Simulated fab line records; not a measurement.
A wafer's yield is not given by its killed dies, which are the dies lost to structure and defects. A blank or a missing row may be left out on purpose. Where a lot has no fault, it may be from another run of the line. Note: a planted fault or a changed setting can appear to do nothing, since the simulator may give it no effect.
The tool behind it: which one? -- flow nand harc -- 24 lots with 72 wafers sampled at 4 steps, on a route of 1302 steps

## WHAT THE GAUGES READ, wafer by wafer
NHARC_A_CHANNEL_HOLE_D2_CD_MEAS_31. Usual: cd nm at 90.2 nm, with a standard deviation of 1.7.
lot,measured,on,cd nm (nm),flag
L074,day 14 02:30,cd sem-02,92.8 93.7 90.1,
L075,day 14 03:37,cd sem-02,88.8 90.7 89.3,
L076,day 14 06:39,cd sem-02,88.9 89.1 92.6,
L077,day 15 04:39,cd sem-02,91.7 91.7 89.6,
L078,day 15 05:29,cd sem-02,88.8 88.3 87.7,
L079,day 15 08:49,cd sem-02,91.4 89.1 90.8,
L080,day 15 20:40,cd sem-01,86.7 92.3 89.5,
L081,day 16 02:13,cd sem-02,88.2 93.8 87.3,
L082,day 16 01:59,cd sem-01,90.2 91.7 91.4,
L083,day 17 17:58,cd sem-02,88.4 92.4 87.8,
L084,day 17 19:29,cd sem-02,90.1 88.6 92.3,
L085,day 18 06:44,cd sem-03,93.9 89.3 90.7,
L086,day 18 07:06,cd sem-02,90.8 88.4 90.6,
L087,day 19 08:46,cd sem-03,91.9 92.0 91.0,
L088,day 19 22:49,cd sem-02,92.3 91.5 90.6,
L089,day 20 00:04,cd sem-02,91.1 89.9 88.5,
L090,day 20 22:17,cd sem-02,89.3 91.9 91.4,
L091,day 21 01:46,cd sem-01,89.9 92.1 89.2,
L092,day 21 02:29,cd sem-03,87.1 89.4 88.1,
L093,day 21 10:07,cd sem-01,87.6 88.5 92.6,
L094,day 22 07:10,cd sem-03,91.3 88.8 90.5,
L096,day 22 07:11,cd sem-01,88.3 91.8 89.9,
L095,day 22 16:39,cd sem-02,89.8 90.2 89.3,
L097,day 23 00:48,cd sem-01,89.5 88.3 91.3,

## EACH LOT AND THE TOOL THAT RAN IT (in order: tool; ch and the chambers of the sampled wafers; start)
lot,NHARC_A_CHANNEL_FILL_D1_ALD_15,NHARC_A_CHANNEL_FILL_D1_ETCHBACK_19,NHARC_A_CHANNEL_HOLE_D2_ETCH_24
L074,"ald sin batch-01 ch 0, day 10 15:05 or earlier","rie si-05 ch 0,1,3, day 10 15:05","har etch-01 ch 0,1, day 13 23:15"
L075,"ald sin batch-03 ch 0, day 10 15:07 or earlier","rie si-03 ch 1,2,3, day 10 15:07","har etch-02 ch 0,1, day 14 00:20"
L076,"ald sin batch-01 ch 0, day 10 22:35 or earlier","rie si-05 ch 1,2,3, day 10 22:35","har etch-01 ch 0,1, day 14 03:23"
L077,"ald sin batch-03 ch 0, day 11 10:33 or earlier","rie si-02 ch 2,3, day 11 10:33","har etch-01 ch 0, day 15 01:16"
L078,"ald sin batch-02 ch 0, day 11 16:32 or earlier","rie si-05 ch 0,2,3, day 11 16:32","har etch-02 ch 0,1, day 15 02:21"
L079,"ald sin batch-02 ch 0, day 11 16:31 or earlier","rie si-02 ch 1,2,3, day 11 16:31","har etch-01 ch 0,1, day 15 05:26"
L080,"ald sin batch-01 ch 0, day 12 04:05 or earlier","rie si-02 ch 0,2,3, day 12 04:05","har etch-01 ch 0,1, day 15 17:17"
L081,"ald sin batch-03 ch 0, day 12 18:59 or earlier","rie si-03 ch 0,1,2, day 12 18:59","har etch-01 ch 1, day 15 22:57"
L082,"ald sin batch-03 ch 0, day 12 18:57 or earlier","rie si-05 ch 0,3, day 12 18:57","har etch-02 ch 0,1, day 15 22:35"
L083,"ald sin batch-03 ch 0, day 13 22:58 or earlier","rie si-03 ch 0,1, day 13 22:58","har etch-01 ch 0,1, day 17 14:42"
L084,"ald sin batch-03 ch 0, day 13 22:58 or earlier","rie si-02 ch 0,1,2, day 13 22:58","har etch-02 ch 0, day 17 16:13"
L085,"ald sin batch-02 ch 0, day 14 15:41 or earlier","rie si-02 ch 0,2,3, day 14 15:41","har etch-02 ch 0,1, day 18 03:23"
L086,"ald sin batch-01 ch 0, day 14 15:41 or earlier","rie si-03 ch 0,1,3, day 14 15:41","har etch-01 ch 0,1, day 18 03:50"
L087,"ald sin batch-02 ch 0, day 15 19:41 or earlier","rie si-05 ch 0,2, day 15 19:41","har etch-02 ch 1, day 19 05:23"
L088,"ald sin batch-02 ch 0, day 16 02:12 or earlier","rie si-02 ch 1,2,3, day 16 02:12","har etch-02 ch 0,1, day 19 19:26"
L089,"ald sin batch-03 ch 0, day 16 10:18 or earlier","rie si-02 ch 1,2, day 16 10:18","har etch-01 ch 1, day 19 20:41"
L090,"ald sin batch-01 ch 0, day 17 06:50 or earlier","rie si-05 ch 0,1,3, day 17 06:50","har etch-01 ch 1, day 20 18:54"
L091,"ald sin batch-01 ch 0, day 17 06:49 or earlier","rie si-02 ch 1,2,3, day 17 06:49","har etch-02 ch 0,1, day 20 22:22"
L092,"ald sin batch-02 ch 0, day 17 13:34 or earlier","rie si-02 ch 0,1,2, day 17 13:34","har etch-01 ch 0,1, day 20 23:19"
L093,"ald sin batch-03 ch 0, day 17 18:49 or earlier","rie si-05 ch 0,3, day 17 18:49","har etch-02 ch 0,1, day 21 06:50"
L094,"ald sin batch-01 ch 0, day 18 22:36 or earlier","rie si-02 ch 0,2,3, day 18 22:36","har etch-01 ch 0,1, day 22 03:55"
L096,"ald sin batch-01 ch 0, day 18 22:36 or earlier","rie si-05 ch 1,2,3, day 18 22:36","har etch-02 ch 0,1, day 22 03:55"
L095,"ald sin batch-01 ch 0, day 19 03:10 or earlier","rie si-05 ch 0,3, day 19 03:10","har etch-02 ch 0,1, day 22 13:39"
L097,"ald sin batch-03 ch 0, day 19 11:23 or earlier","rie si-03 ch 1,2, day 19 11:23","har etch-02 ch 0,1, day 22 21:16"
- NHARC_A_CHANNEL_FILL_D1_ALD_15: deposits SiNx, target thk 2 nm, pulse time 60 s, ald cycles 19.
- NHARC_A_CHANNEL_FILL_D1_ETCHBACK_19: etches the open film in HBr/Cl2, target depth 5 nm, time 1.7 s.
- NHARC_A_CHANNEL_HOLE_D2_ETCH_24: etches the open film in C4F8/O2/Ar, time 906.2 s, target depth 1500 nm.

## WHAT THE TOOLS THEMSELVES READ (means of the sampled wafers that have a number; where no wafer has one, the mark that the record gives instead)
NHARC_A_CHANNEL_FILL_D1_ALD_15. Usual: precursor pulse height rel at 0.998, with a standard deviation of 0.019.
lot,tool,precursor pulse height rel,flag
L074,ald sin batch-01,1.011,
L075,ald sin batch-03,0.990,
L076,ald sin batch-01,0.983,
L077,ald sin batch-03,1.007,
L078,ald sin batch-02,0.998,
L079,ald sin batch-02,0.988,
L080,ald sin batch-01,1.004,
L081,ald sin batch-03,1.002,
L082,ald sin batch-03,0.998,
L083,ald sin batch-03,0.996,
L084,ald sin batch-03,0.993,
L085,ald sin batch-02,0.994,
L086,ald sin batch-01,0.997,
L087,ald sin batch-02,1.008,
L088,ald sin batch-02,0.997,
L089,ald sin batch-03,0.999,
L090,ald sin batch-01,0.989,
L091,ald sin batch-01,1.001,
L092,ald sin batch-02,1.008,
L093,ald sin batch-03,0.987,
L094,ald sin batch-01,1.003,
L096,ald sin batch-01,0.995,
L095,ald sin batch-01,1.004,
L097,ald sin batch-03,0.997,

NHARC_A_CHANNEL_FILL_D1_ETCHBACK_19. Usual: drypump motor current A 5.6 A, standard deviation 0.42; oes product au 0.998 a.u., standard deviation 0.013; throttle valve pct 26.405 %, standard deviation 0.0093.
lot,tool,drypump motor current A (A),oes product au (a.u.),throttle valve pct (%),flag
L074,rie si-05,5.7,0.999,26.409,
L075,rie si-03,5.1,0.996,26.414,
L076,rie si-05,6.0,1.013,26.411,
L077,rie si-02,5.4,0.991,26.394,
L078,rie si-05,6.0,1.005,26.403,
L079,rie si-02,5.4,0.984,26.405,
L080,rie si-02,5.5,0.991,26.409,
L081,rie si-03,5.2,0.996,26.407,
L082,rie si-05,5.6,0.995,26.406,
L083,rie si-03,5.3,0.981,26.411,
L084,rie si-02,5.4,0.995,26.401,
L085,rie si-02,5.4,1.007,26.404,
L086,rie si-03,5.2,0.986,26.411,
L087,rie si-05,6.3,1.001,26.406,
L088,rie si-02,5.4,0.999,26.403,
L089,rie si-02,5.3,0.996,26.410,
L090,rie si-05,5.7,0.990,26.403,
L091,rie si-02,5.4,0.991,26.410,
L092,rie si-02,5.4,1.010,26.413,
L093,rie si-05,5.6,0.992,26.400,
L094,rie si-02,5.4,1.004,26.401,
L096,rie si-05,6.1,0.999,26.400,
L095,rie si-05,5.6,0.984,26.405,
L097,rie si-03,5.1,1.011,26.413,

NHARC_A_CHANNEL_HOLE_D2_ETCH_24. Usual: c4f8 flow sccm 93.79 sccm, standard deviation 0.27; drypump motor current A 5.71 A, standard deviation 0.25; showerhead plenum p Torr 3.62 Torr, standard deviation 0.063; temp c -19.96 C, standard deviation 0.12; throttle valve pct 32.235 %, standard deviation 0.0096.
lot,tool,c4f8 flow sccm (sccm),drypump motor current A (A),showerhead plenum p Torr (Torr),temp c (C),throttle valve pct (%),flag
L074,har etch-01,93.90,5.45,3.60,-20.05,32.238,
L075,har etch-02,93.76,5.96,3.67,-19.93,32.237,
L076,har etch-01,93.63,5.58,3.65,-19.96,32.240,
L077,har etch-01,93.31,5.33,3.56,-20.06,32.229,
L078,har etch-02,93.87,5.86,3.69,-20.00,32.238,
L079,har etch-01,93.74,5.47,3.59,-19.96,32.233,
L080,har etch-01,93.94,5.45,3.59,-19.87,32.242,
L081,har etch-01,93.78,5.70,3.67,-20.12,32.232,
L082,har etch-02,93.89,5.95,3.65,-19.96,32.235,
L083,har etch-01,93.82,5.45,3.57,-19.87,32.232,
L084,har etch-02,93.78,6.03,3.61,-19.94,32.234,
L085,har etch-02,93.93,5.94,3.64,-19.96,32.234,
L086,har etch-01,93.88,5.45,3.57,-19.98,32.247,
L087,har etch-02,93.78,5.79,3.69,-20.03,32.240,
L088,har etch-02,93.87,5.83,3.66,-19.86,32.230,
L089,har etch-01,93.66,5.70,3.64,-20.08,32.238,
L090,har etch-01,94.15,5.68,3.64,-19.84,32.241,
L091,har etch-02,93.64,5.86,3.65,-19.99,32.230,
L092,har etch-01,93.92,5.45,3.55,-20.00,32.237,
L093,har etch-02,93.97,5.97,3.62,-19.93,32.237,
L094,har etch-01,93.64,5.43,3.54,-19.96,32.224,
L096,har etch-02,93.52,5.86,3.64,-20.01,32.232,
L095,har etch-02,93.93,5.86,3.63,-19.93,32.239,
L097,har etch-02,93.62,5.85,3.63,-19.96,32.234,

## THE ANSWER, worked out from the rows above alone
Rule: a lot counts as off when the mean over its wafers that have a number is more than 3 standard deviations away from the usual mean. Also off: a lot with no number at a reading for which 4 or more lots have one. All remaining lots with rows at the step are treated as sound. The gauges are gone through in route order, then the tools' own readings, and for those a lot's mean is taken as printed above. The first step at which some lot is off is used, and at that step the reading that is off furthest; a lot without a number counts as furthest.
None of the lots is off at any reading shown; this tells nothing.

## WHAT THE SIMULATOR HAD PUT IN
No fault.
